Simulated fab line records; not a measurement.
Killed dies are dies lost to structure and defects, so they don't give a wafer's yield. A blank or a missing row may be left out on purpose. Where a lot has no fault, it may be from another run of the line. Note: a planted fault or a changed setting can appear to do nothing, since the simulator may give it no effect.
Split-lot experiment    flow n5-finfet    route with 1938 steps; 7 lots, 21 wafers read

== SPLIT DETAILS ==
At N5_SD_EPI_N_EPI_21 (deposits Si:P, time 690 s), the setting epi-growth-time-s was moved away from the recipe's 690 s on 3 of the 21 wafers read, by -9.3% to -6.6%. This setting was run at the recipe's value on the other wafers.

Reading taken at the split's own step.

== THE READING ==
Si-P_of_SD_EPI_N_EPI_21.thk-nm (the simulator's own value, which no gauge read), in nm, at N5_SD_EPI_N_EPI_21 (deposits Si:P, time 690 s). The file does not state a usual value for it. The 18 wafers here that ran the recipe average 58.9 nm, standard deviation 0.48 nm.

wafer   tool, chamber at the split  epi-growth-time-s as run, s  against the recipe  Si-P_of_SD_EPI_N_EPI_21.thk-nm, nm  against lot-mates on the recipe
L079.3  epi-rpcvd-04, 0             628.1                        -9.0%               55.6                                -3.6
L079.4  epi-rpcvd-04, 0             690                          recipe              58.8                                -
L079.6  epi-rpcvd-04, 0             690                          recipe              59.6                                -
L081.1  epi-rpcvd-04, 0             690                          recipe              58.6                                -
L081.4  epi-rpcvd-04, 0             690                          recipe              58.6                                -
L081.2  epi-rpcvd-04, 0             690                          recipe              58.8                                -
L088.1  epi-rpcvd-01, 0             690                          recipe              59                                  -
L088.3  epi-rpcvd-01, 0             690                          recipe              59.6                                -
L088.4  epi-rpcvd-01, 0             690                          recipe              58.6                                -
L091.2  epi-rpcvd-04, 0             690                          recipe              58.6                                -
L091.3  epi-rpcvd-04, 0             690                          recipe              58.2                                -
L091.5  epi-rpcvd-04, 0             690                          recipe              58.4                                -
L094.3  epi-rpcvd-01, 0             690                          recipe              58.4                                -
L094.4  epi-rpcvd-01, 0             690                          recipe              58.4                                -
L094.6  epi-rpcvd-01, 0             626                          -9.3%               55.2                                -3.2
L095.2  epi-rpcvd-01, 0             644.5                        -6.6%               56.6                                -3.0
L095.3  epi-rpcvd-01, 0             690                          recipe              60                                  -
L095.6  epi-rpcvd-01, 0             690                          recipe              59.2                                -
L096.3  epi-rpcvd-03, 0             690                          recipe              59.2                                -
L096.4  epi-rpcvd-03, 0             690                          recipe              59.2                                -
L096.6  epi-rpcvd-03, 0             690                          recipe              59                                  -

FIT RESULTS
A straight line over all 21 wafers: Si-P_of_SD_EPI_N_EPI_21.thk-nm changes by +0.377 nm for each +1% of epi-growth-time-s; r = +0.93; the points scatter about the line by 0.47 nm.
The same after taking each lot's own level away (the mean of its wafers on the recipe; 21 wafers): +0.388 nm for each +1%; r = +0.97; scatter 0.29 nm.
According to that fit, moving epi-growth-time-s by its largest amount changes the reading by 3.6 nm.
The span of the lots' own levels, 58.40 to 59.60 nm, comes to 2.5 times the standard deviation stated above.
So the lot-to-lot level changes the slope little: the two slopes agree.
Check: for one of the wafers moved furthest among these (-9.3%), held out of the fit, the line's prediction against its lot-mates is -3.9 nm. It came out at -3.2 nm against them.

== ADDITIONAL SPLITS CARRIED BY THESE WAFERS ==
Note: prior to the reading, these wafers also went through further splits. Each is held against what the fit with the lots' levels taken away leaves over:
other split on the same wafers                     wafers away from the commonest value  r with Si-P_of_SD_EPI_N_EPI_21.thk-nm (lot level and that fit taken away)
N5_ZERO_LAYER_PECVD_02 time-s                      7                                     +0.13
N5_ZERO_LAYER_EXPOSE_08 dose-mj                    6                                     +0.09
N5_PMOS_HMC_CHANNEL_EPI_PEB_07 peb-time-s          9                                     +0.15
N5_PMOS_HMC_CHANNEL_EPI_DEVELOP_08 develop-time-s  5                                     -0.04
N5_FIN_CUT_COAT_19 spin-rpm                        6                                     -0.15
N5_FIN_CUT_COAT_29 spin-rpm                        7                                     -0.22
N5_DUMMY_GATE_COAT_28 spin-rpm                     7                                     +0.06
N5_DUMMY_GATE_DESCUM_20 time-s                     10                                    +0.17

== THE FILE'S OWN FIT ==
Si-P_of_SD_EPI_N_EPI_21.thk-nm changes by +0.389 nm for each +1% of epi-growth-time-s, r = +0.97.
